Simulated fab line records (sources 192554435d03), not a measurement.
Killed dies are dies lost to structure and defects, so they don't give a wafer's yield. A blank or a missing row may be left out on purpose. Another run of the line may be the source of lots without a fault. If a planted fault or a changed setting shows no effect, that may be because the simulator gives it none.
2 desks, one fault -- flow n5 finfet -- every desk sees just its own numbers, and what lay behind them comes last

== AT THE METROLOGY DESK ==
What the gauges read for every lot (on any tool): the sampled wafers with a number, averaged. If a lot's mean is further than 4 standard deviations from the usual mean, the lot is out of limits and carries the mark OUT (the distance appears in the brackets). Shown here are 7 of its 10 readings, the ones lying furthest out on some lot.
Columns: A = DIBL_N at N5_BEOL_M4_RC_MEAS_101, usual 36.2 mV/V; B = DIBL_P at N5_BEOL_M4_RC_MEAS_101, usual 36.5 mV/V; C = IOFF_N at N5_BEOL_M4_RC_MEAS_101, usual 0.158 nA/um; D = ION_N at N5_BEOL_M4_RC_MEAS_101, usual 675 uA/um; E = ION_P at N5_BEOL_M4_RC_MEAS_101, usual 464 uA/um; F = SS_P at N5_BEOL_M4_RC_MEAS_101, usual 73.4 mV/dec; G = VT_P at N5_BEOL_M4_RC_MEAS_101, usual -250 mV
lot,first seen here,A,B,C,D,E,F,G
L852,day 7 20:24,37.5,38.0,0.172,681,471,73.7,-247
L853,day 8 02:20,34.5,34.4,0.128,663,456,72.8,-254
L855,day 8 18:03,35.6,35.5,0.148,656,451,72.9,-254
L857,day 9 10:29,38.5,38.5,0.180,684,462,74.1,-251
L861,day 10 01:27,34.8,34.9,0.137,675,466,73.1,-252
L860,day 10 03:17,36.6,38.8,0.184,686,469,74.0,-248
L862,day 10 11:46,36.5,37.4,0.175,688,468,73.5,-248
L863,day 11 11:46,35.9,35.6,0.152,668,453,73.1,-253
L866,day 12 11:15,36.7,37.1,0.166,676,465,73.0,-250
L874,day 14 01:01,36.9,36.8,0.179,677,467,73.7,-248
This desk found nothing out of limits on any of the 10 lots.

== TOOL OWNER'S DESK, rie diel-01 ==
The tool's own readings at N5_GATE_CUT_ETCH_19 (etches SiNx in CH3F/O2, target depth 53.7 nm, time 76.7 s): means of the sampled wafers that have a number, for each lot that ran on this tool. If a lot's mean is further than 4 standard deviations from the usual mean, the lot is out of limits and carries the mark OUT (the distance appears in the brackets).
Columns: A = drypump motor current A at N5_GATE_CUT_ETCH_19, usual 5.6 A; B = etch rf on time s at N5_GATE_CUT_ETCH_19, usual 77.1 s; C = mfc ar sccm at N5_GATE_CUT_ETCH_19, usual 150.0 sccm; D = oes product au at N5_GATE_CUT_ETCH_19, usual 0.66 a.u.; E = rf vpp V at N5_GATE_CUT_ETCH_19, usual 296 V; F = showerhead plenum p Torr at N5_GATE_CUT_ETCH_19, usual 2.01 Torr; G = throttle valve pct at N5_GATE_CUT_ETCH_19, usual 16.36 %
lot,first seen here,A,B,C,D,E,F,G
L855,day 5 11:17,5.3,75.8,150.1,0.67,293,2.04,16.41
L857,day 6 01:55,5.5,75.6,149.9,0.68,293,2.02,16.53
L860,day 6 19:24,5.4,87.7 (+7.0) OUT,150.1,0.60,294,2.05,16.33
L861,day 6 21:07,5.7,83.6 (+4.3) OUT,150.0,0.63,292,1.99,16.49
L862,day 7 03:58,5.4,82.1,149.9,0.62,293,2.05,16.33
Finding of this desk: L860, L861 out of limits; the first was L860 at day 6 19:24, on etch rf on time s at N5_GATE_CUT_ETCH_19. In limits: L855, L857, L862.

== PUT TOGETHER ==
An alarm could have come from the tool owner's desk at day 6 19:24, on L860, L861.
Nothing out of limits was seen by the metrology desk.
The metrology desk holds a record of L860, L861, inside its limits.
N5_GATE_CUT_ETCH_19 was run on rie diel-01 by each of the lots named.

== WHAT WAS PUT IN BY THE SIMULATOR ==
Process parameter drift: rie diel-01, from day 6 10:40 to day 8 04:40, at N5_GATE_CUT_ETCH_19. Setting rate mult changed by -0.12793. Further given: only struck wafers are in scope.
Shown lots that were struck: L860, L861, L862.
Each desk's first reading out of limits, in hours after the fault started: the tool owner's desk, 9.
